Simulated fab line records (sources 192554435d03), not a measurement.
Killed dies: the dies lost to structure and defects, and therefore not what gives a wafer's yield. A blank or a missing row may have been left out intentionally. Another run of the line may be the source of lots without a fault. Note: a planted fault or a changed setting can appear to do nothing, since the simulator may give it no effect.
8D (eight disciplines) problem report, filled in by code    flow n5_finfet    the parts of the form that need people (team, actions taken, sign-off) are left out

1. THE PROBLEM
Wafers without a fault read 55.5 nm, standard deviation 0.91; trench_depth_nm at N5_BEOL_M2_OCD_MEAS_38 reads a mean of 0.1 nm on 5 wafers belonging to 2 lots. Relative to the usual mean, that is a shift of -61 standard deviations.
Earliest sighting: wafer L622.3 on ocd-01 at day 8 00:21. Wafers with a number at this step in the record: 23, from 8 lots. Rule for "out", or "out of limits": more than 4 standard deviations from the usual mean. Any other wafer with a number is counted as sound.

2. WHAT THIS IS AND IS NOT
question                     is                      is not
which readings at this step  trench_depth_nm         -
which lots                   L622, L623              L627, L628, L630, L631, L632, L638
which wafers of those lots   all that have a number  -
read on which gauges         ocd-01, ocd-02          -
when                         from day 8 00:21        up to then (0 sound wafers); but 18 sound wafers of L627, L628, L630, L631, L632, L638 came after

3. THE SUSPECTS, EACH WITH WHAT RULES IT OUT
Counting: a tool stays on the suspect list if, at a process step up to the reading, it processed all lots that are out and no sound lot following the first of them.
- the gauge at N5_BEOL_M2_OCD_MEAS_38 has been ruled out. 2 gauges (ocd-01, ocd-02) read the wafers that are out.
- rie_diel-01 at N5_BEOL_M2_ETCH_70 (etches SOC in N2/H2, target depth 80 nm, overetch 24 nm, time 130 s): ruled out as a lasting fault. The sound lots L627, L630, L632, L631, L638 went through it after L622, its earliest lot that is out (day 7 23:59).
- rie_diel-01 at N5_BEOL_M2_TRENCH_ETCH_37 (etches SiOC in C4F6/O2, target depth 55.555 nm, time 29.2 s): ruled out as a lasting fault. The sound lots L627, L630, L632, L631, L638 went through it after L622, its earliest lot that is out (day 8 00:11).
Left after counting: nothing in the record.

4. THE CAUSE (what the simulator had put in)
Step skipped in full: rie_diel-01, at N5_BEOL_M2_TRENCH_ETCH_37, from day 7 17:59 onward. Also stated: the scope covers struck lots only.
It was ruled out by counting, in error; the rule expects a fault to strike all lots run on its tool from its start on, and this fault did not.

5. THE EFFECT CHAIN, in route order
Each row: a reading where the mean over the struck wafers with a number is more than 3 standard deviations away from the usual. Readings are gone through only where the record gives a usual standard deviation; hours: the median, over the lots, of the time from a lot's start at the first step in this table giving one to that lot's start at this step; sigmas: the change measured in usual standard deviations.
hours  step                     reading               usual    on struck wafers  change  sigmas
0      N5_BEOL_M2_OCD_MEAS_38   trench_depth_nm       55.5 nm  0.1               -55.4   -61
125    N5_PASSIVATION_PROBE_49  defect_limited_yield  91.2 %   0.0               -91.2   -65
125    N5_PASSIVATION_PROBE_49  killed_at_M0_to_M3    32       1116              +1084   +99 or more
125    N5_PASSIVATION_PROBE_49  killed_dies           104      1180              +1076   +63
125    N5_PASSIVATION_PROBE_49  killed_on_rim         14       152               +138    +36
125    N5_PASSIVATION_PROBE_49  sort_bin_5_function   5.2 %    95.5              +90.2   +97
125    N5_PASSIVATION_PROBE_49  sort_n_pass           1075     0                 -1075   -67
125    N5_PASSIVATION_PROBE_49  sort_yield_pct        91.1 %   0.0               -91.1   -65
It contains these process steps:
- N5_PASSIVATION_PROBE_49
Readings that are blank on the struck wafers while sound wafers have them: C4F6_flow_sccm at N5_BEOL_M2_TRENCH_ETCH_37; O2_flow_sccm at N5_BEOL_M2_TRENCH_ETCH_37; drypump_motor_current_A at N5_BEOL_M2_TRENCH_ETCH_37; oes_product_au at N5_BEOL_M2_TRENCH_ETCH_37; rf_vpp_V at N5_BEOL_M2_TRENCH_ETCH_37; showerhead_plenum_p_Torr at N5_BEOL_M2_TRENCH_ETCH_37; throttle_valve_pct at N5_BEOL_M2_TRENCH_ETCH_37.

6. HOW IT WOULD HAVE BEEN CAUGHT EARLIER
In this record the first reading out of limits at a measuring or inspecting step was taken at day 8 00:21, 6 hours after the fault began at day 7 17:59.
At N5_BEOL_M2_TRENCH_ETCH_37 the tool's readings are blank on the struck wafers, where sound wafers have them: an empty tool record is the first sign, and it was there at once.
